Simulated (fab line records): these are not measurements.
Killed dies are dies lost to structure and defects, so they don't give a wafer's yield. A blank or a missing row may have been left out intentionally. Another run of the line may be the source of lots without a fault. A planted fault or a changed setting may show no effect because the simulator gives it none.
Which tool did it? | flow nand harc | 15 lots with 44 wafers sampled at 5 steps, on a route of 1302 steps

== WHAT THE GAUGES SHOWED, per wafer ==
NHARC_A_CHANNEL_FILL_D1_INSPECT_13. Usual: 340 for raw defect count, sd 130.
lot  | measured     | on                | raw defect count | flag
L131 | day 11 03:53 | defect inspect-01 | 287 299 238      |
L133 | day 11 12:28 | defect inspect-01 | 293 331 334      |
L132 | day 11 12:28 | defect inspect-02 | 292 301 204      |
L134 | day 12 04:13 | defect inspect-01 | 268 234 306      |
L136 | day 12 23:00 | defect inspect-02 | 504 416 517      |
L135 | day 13 01:49 | defect inspect-02 | 363 361 283      |
L137 | day 13 12:48 | defect inspect-02 | 562 384 321      |
L138 | day 13 19:01 | defect inspect-02 | 192 263 223      |
L139 | day 14 09:26 | defect inspect-01 | 283 341 364      |
L140 | day 14 15:26 | defect inspect-01 | 323 238 266      |
L141 | day 15 01:01 | defect inspect-02 | 347 299 195      |
L143 | day 15 11:25 | defect inspect-01 | 507 313 407      |
L147 | day 17 16:10 | defect inspect-01 | 197 337          |
L148 | day 18 05:38 | defect inspect-01 | 239 726 320      |
L151 | day 19 08:17 | defect inspect-01 | 686 437 516      |

NHARC_A_ONON_D2_THK_MEAS_18: measures by ellipsometry. Usual: 999 nm for thk nm, sd 7.
lot  | measured     | on            | thk nm (nm)    | flag
L131 | day 13 01:11 | film metro-02 | 990 990 991    |
L133 | day 13 10:49 | film metro-01 | 999 1001 999   |
L132 | day 13 10:48 | film metro-02 | 1000 1000 998  |
L134 | day 14 04:49 | film metro-02 | 997 997 996    |
L136 | day 14 20:32 | film metro-02 | 1013 1013 1012 |
L135 | day 14 20:32 | film metro-01 | 996 997 997    |
L137 | day 15 08:55 | film metro-01 | 1012 1010 1014 |
L138 | day 15 23:02 | film metro-02 | 1005 1002 1003 |
L139 | day 16 04:52 | film metro-02 | 1005 1005 1006 |
L140 | day 16 12:45 | film metro-01 | 1002 1002 1002 |
L141 | day 17 01:02 | film metro-01 | 994 995 996    |
L143 | day 17 08:00 | film metro-01 | 1007 1007 1006 |
L147 | day 19 12:13 | film metro-01 | 477 1004       | OFF
L148 | day 20 02:37 | film metro-02 | 1000 474 1003  | OFF
L151 | day 21 03:34 | film metro-02 | 988 463 989    | OFF

== EACH LOT AND THE TOOL THAT RAN IT (in order: tool; ch and the chambers of the sampled wafers; start) ==
lot  | NHARC_A_CHANNEL_FILL_D1_ETCHBACK_08           | NHARC_A_CHANNEL_FILL_D1_STRIP_29              | NHARC_A_ONON_D2_DEP_16
L131 | rie diel-06 ch 1,2,3, day 11 03:53 or earlier | rie diel-06 ch 0,1, day 11 03:53 or earlier   | pecvd onon-01 ch 0, day 13 00:43
L133 | rie diel-07 ch 0,2,3, day 11 12:28 or earlier | rie diel-07 ch 1,2, day 11 12:28 or earlier   | pecvd onon-01 ch 0, day 13 10:21
L132 | rie diel-05 ch 1,2, day 11 12:28 or earlier   | rie diel-05 ch 0,1,3, day 11 12:28 or earlier | pecvd onon-03 ch 0, day 13 10:21
L134 | rie diel-07 ch 1,3, day 12 04:13 or earlier   | rie diel-07 ch 0,2, day 12 04:13 or earlier   | pecvd onon-03 ch 0, day 14 04:20
L136 | rie diel-07 ch 0,1, day 12 23:00 or earlier   | rie diel-07 ch 1,2, day 12 23:00 or earlier   | pecvd onon-04 ch 0, day 14 20:08
L135 | rie diel-06 ch 0,1,3, day 13 01:49 or earlier | rie diel-06 ch 0,3, day 13 01:49 or earlier   | pecvd onon-01 ch 0, day 14 20:05
L137 | rie diel-05 ch 0,1,3, day 13 05:38 or earlier | rie diel-05 ch 0,1,3, day 13 05:38            | pecvd onon-01 ch 0, day 15 08:24
L138 | rie diel-06 ch 0,1, day 13 19:01 or earlier   | rie diel-06 ch 0,1, day 13 19:01 or earlier   | pecvd onon-03 ch 0, day 15 22:35
L139 | rie diel-07 ch 0,1,2, day 14 09:26 or earlier | rie diel-07 ch 0,1,3, day 14 09:26 or earlier | pecvd onon-04 ch 0, day 16 04:25
L140 | rie diel-05 ch 0,2,3, day 14 15:26 or earlier | rie diel-05 ch 1,2, day 14 15:26 or earlier   | pecvd onon-04 ch 0, day 16 12:15
L141 | rie diel-07 ch 0,3, day 15 01:01 or earlier   | rie diel-07 ch 0,3, day 15 01:01 or earlier   | pecvd onon-03 ch 0, day 17 00:42
L143 | rie diel-05 ch 1,2,3, day 15 05:23 or earlier | rie diel-05 ch 1,3, day 15 05:23              | pecvd onon-04 ch 0, day 17 07:33
L147 | rie diel-06 ch 2, day 17 16:10 or earlier     | rie diel-06 ch 1, day 17 16:10 or earlier     | pecvd onon-04 ch 0, day 19 11:49
L148 | rie diel-07 ch 0,2,3, day 18 05:38 or earlier | rie diel-07 ch 0,3, day 18 05:38 or earlier   | pecvd onon-04 ch 0, day 20 02:06
L151 | rie diel-05 ch 0,1, day 19 08:17 or earlier   | rie diel-05 ch 0,1, day 19 08:17 or earlier   | pecvd onon-04 ch 0, day 21 03:04
- NHARC_A_CHANNEL_FILL_D1_ETCHBACK_08: etches the open film in C4F8, target depth 220 nm, time 110 s.
- NHARC_A_CHANNEL_FILL_D1_STRIP_29: strips in O2, time 20 s.
- NHARC_A_ONON_D2_DEP_16: target thk 1000 nm.

== WHAT THE TOOLS THEMSELVES READ (means of the sampled wafers that have a number; where no wafer has one, the mark that the record gives instead) ==
NHARC_A_CHANNEL_FILL_D1_ETCHBACK_08. Usual: oes product au 0.95 a.u., standard deviation 0.035; rf vpp V 441.8 V, standard deviation 2.5.
lot  | tool        | oes product au (a.u.) | rf vpp V (V) | flag
L131 | rie diel-06 | 0.93                  | 439.8        |
L133 | rie diel-07 | 0.93                  | 442.5        |
L132 | rie diel-05 | 1.00                  | 441.8        |
L134 | rie diel-07 | 0.92                  | 441.4        |
L136 | rie diel-07 | 1.00                  | 441.5        |
L135 | rie diel-06 | 0.94                  | 441.4        |
L137 | rie diel-05 | 0.99                  | 443.8        |
L138 | rie diel-06 | 0.93                  | 443.7        |
L139 | rie diel-07 | 1.00                  | 442.6        |
L140 | rie diel-05 | 0.99                  | 443.9        |
L141 | rie diel-07 | 0.94                  | 442.4        |
L143 | rie diel-05 | 0.93                  | 443.5        |
L147 | rie diel-06 | 0.94                  | 437.1        |
L148 | rie diel-07 | 0.92                  | 442.5        |
L151 | rie diel-05 | 1.00                  | 442.6        |

NHARC_A_CHANNEL_FILL_D1_STRIP_29. Usual: drypump motor current A 5.6 A, standard deviation 0.43; oes product au 1.000 a.u., standard deviation 0.0077; rf vpp V 57.8 V, standard deviation 0.91; showerhead plenum p Torr 3.59 Torr, standard deviation 0.12; throttle valve pct 17.037 %, standard deviation 0.0088.
lot  | tool        | drypump motor current A (A) | oes product au (a.u.) | rf vpp V (V) | showerhead plenum p Torr (Torr) | throttle valve pct (%) | flag
L131 | rie diel-06 | 4.9                         | 1.012                 | 58.2         | 3.62                            | 17.039                 |
L133 | rie diel-07 | 5.9                         | 1.000                 | 57.7         | 3.56                            | 17.038                 |
L132 | rie diel-05 | 5.7                         | 0.998                 | 58.0         | 3.66                            | 17.034                 |
L134 | rie diel-07 | 5.5                         | 1.006                 | 57.1         | 3.67                            | 17.035                 |
L136 | rie diel-07 | 5.9                         | 1.004                 | 57.8         | 3.56                            | 17.050                 |
L135 | rie diel-06 | 5.6                         | 1.002                 | 56.7         | 3.45                            | 17.040                 |
L137 | rie diel-05 | 5.7                         | 0.996                 | 57.6         | 3.65                            | 17.038                 |
L138 | rie diel-06 | 4.8                         | 1.006                 | 57.8         | 3.66                            | 17.035                 |
L139 | rie diel-07 | 5.8                         | 0.996                 | 58.3         | 3.57                            | 17.038                 |
L140 | rie diel-05 | 5.8                         | 0.997                 | 58.1         | 3.70                            | 17.026                 |
L141 | rie diel-07 | 5.6                         | 1.008                 | 57.9         | 3.59                            | 17.048                 |
L143 | rie diel-05 | 5.7                         | 0.996                 | 57.2         | 3.67                            | 17.027                 |
L147 | rie diel-06 | 4.7                         | 1.006                 | 58.3         | 3.70                            | 17.035                 |
L148 | rie diel-07 | 5.6                         | 0.996                 | 56.7         | 3.58                            | 17.033                 |
L151 | rie diel-05 | 5.6                         | 1.001                 | 58.2         | 3.63                            | 17.044                 |

NHARC_A_ONON_D2_DEP_16. Usual: 499.7 sccm for nh3 flow sccm, sd 1.6.
lot  | tool          | nh3 flow sccm (sccm) | flag
L131 | pecvd onon-01 | 500.7                |
L133 | pecvd onon-01 | 498.9                |
L132 | pecvd onon-03 | 501.0                |
L134 | pecvd onon-03 | 499.2                |
L136 | pecvd onon-04 | 498.9                |
L135 | pecvd onon-01 | 498.2                |
L137 | pecvd onon-01 | 500.9                |
L138 | pecvd onon-03 | 500.0                |
L139 | pecvd onon-04 | 499.2                |
L140 | pecvd onon-04 | 501.6                |
L141 | pecvd onon-03 | 498.5                |
L143 | pecvd onon-04 | 498.4                |
L147 | pecvd onon-04 | 501.0                |
L148 | pecvd onon-04 | 502.5                |
L151 | pecvd onon-04 | 498.2                |

== THE ANSWER, worked out from the rows above alone ==
Rule: a lot is off if the mean of its wafers that have a number lies more than 3 standard deviations from the usual mean. A lot without any number at a reading at which 4 lots or more have one is off too. The other lots that the step has rows for count as sound. The gauges are gone through in route order, then the tools' own readings, and for those a lot's mean is taken as printed above. At the first step where some lot is off, the reading lying furthest off is the one used; lots without a number count as furthest.
Off, at NHARC_A_ONON_D2_THK_MEAS_18 on thk nm: L147, L148, L151.
If a tool, at a process step before that reading, ran all the lots that are off and no sound lot after the first of them, it fits. The gauges at NHARC_A_ONON_D2_THK_MEAS_18 are tried like those tools. NHARC_A_CHANNEL_FILL_D1_ETCHBACK_08: start missing for some lots; hours and lot order therefore follow NHARC_A_CHANNEL_FILL_D1_INSPECT_13. NHARC_A_CHANNEL_FILL_D1_STRIP_29: start missing for some lots; hours and lot order therefore follow NHARC_A_CHANNEL_FILL_D1_INSPECT_13. One fits: NHARC_A_ONON_D2_DEP_16 on pecvd onon-04. Its last sound lot is L143 (day 17 07:33), its first lot that is off L147 (day 19 11:49): a fault that began between those two fits.

== WHAT THE SIMULATOR HAD INSERTED ==
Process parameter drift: pecvd onon-04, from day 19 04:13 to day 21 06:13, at NHARC_A_ONON_D2_DEP_16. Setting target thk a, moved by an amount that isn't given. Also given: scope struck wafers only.
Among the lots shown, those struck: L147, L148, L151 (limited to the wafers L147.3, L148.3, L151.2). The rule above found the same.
